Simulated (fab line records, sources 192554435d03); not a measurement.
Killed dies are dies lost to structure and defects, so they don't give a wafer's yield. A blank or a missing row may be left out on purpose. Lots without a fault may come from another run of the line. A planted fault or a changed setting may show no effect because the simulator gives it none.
Chamber matching | flow n5_finfet | N5_FIN_SAQP_ETCH_69 on rie_diel-04: 4 sister chambers
The step etches SOC in N2/H2, stops on SiNx, target depth 150 nm. 16 wafers are shown with their chamber, then 8 later ones without.

WAFERS WITH THEIR CHAMBER
wafer  | chamber | showerhead_plenum_p_Torr (Torr) | drypump_motor_current_A (A) | throttle_valve_pct (%)
L078.4 | 0       | 2.72                            | 5.4                         | 18.0
L078.5 | 3       | 2.61                            | 5.5                         | 17.6
L078.6 | 1       | 2.62                            | 5.7                         | 17.9
L079.2 | 2       | 2.61                            | 5.7                         | 17.3
L079.3 | 0       | 2.72                            | 5.4                         | 18.0
L079.6 | 0       | 2.72                            | 5.4                         | 18.0
L080.1 | 1       | 2.62                            | 5.8                         | 17.9
L080.3 | 3       | 2.60                            | 5.5                         | 17.6
L080.4 | 0       | 2.72                            | 5.4                         | 18.0
L081.1 | 1       | 2.62                            | 5.7                         | 18.0
L081.2 | 2       | 2.61                            | 5.7                         | 17.3
L081.6 | 2       | 2.61                            | 5.7                         | 17.3
L083.3 | 1       | 2.62                            | 5.8                         | 18.0
L083.4 | 0       | 2.71                            | 5.4                         | 18.0
L083.5 | 3       | 2.60                            | 5.5                         | 17.2
L088.1 | 3       | 2.60                            | 5.5                         | 17.2

SIGNATURES (means of the wafers above)
reading                  | chamber 0 | chamber 1 | chamber 2 | chamber 3 | scatter within a chamber
showerhead_plenum_p_Torr | 2.7180    | 2.6200    | 2.6100    | 2.6025    | 0.00359
drypump_motor_current_A  | 5.400     | 5.750     | 5.700     | 5.500     | 0.0289
throttle_valve_pct       | 18.000    | 17.950    | 17.300    | 17.400    | 0.119
Rule: a wafer's distance from a chamber is the root of the sum, over the readings, of the square of ((its reading less the chamber's mean) divided by the reading's scatter). The wafer belongs to the nearest chamber; if the next one is less than 2 further off, it can't be placed. The scatter: the root of (the sum of the squares of (reading less its chamber's mean) over the shown wafers, divided by (wafers less chambers)).

WAFERS WITHOUT THEIR CHAMBER
wafer  | showerhead_plenum_p_Torr (Torr) | drypump_motor_current_A (A) | throttle_valve_pct (%)
L088.4 | 2.60                            | 5.7                         | 17.3
L088.5 | 2.71                            | 5.4                         | 18.1
L091.1 | 2.61                            | 5.7                         | 18.0
L091.4 | 2.60                            | 5.7                         | 17.3
L091.5 | 2.71                            | 5.4                         | 18.1
L093.3 | 2.61                            | 5.8                         | 18.0
L093.5 | 2.61                            | 5.8                         | 18.0
L093.6 | 2.71                            | 5.4                         | 18.1

WHICH CHAMBER EACH WENT THROUGH
wafer  | from the rows above | in truth
L088.4 | 2                   | 2
L088.5 | 0                   | 0
L091.1 | 1                   | 1
L091.4 | 2                   | 2
L091.5 | 0                   | 0
L093.3 | 1                   | 1
L093.5 | 1                   | 1
L093.6 | 0                   | 0
Placed correctly: 8 of 8. Can't be placed from these rows: 0. Placed wrongly: 0.
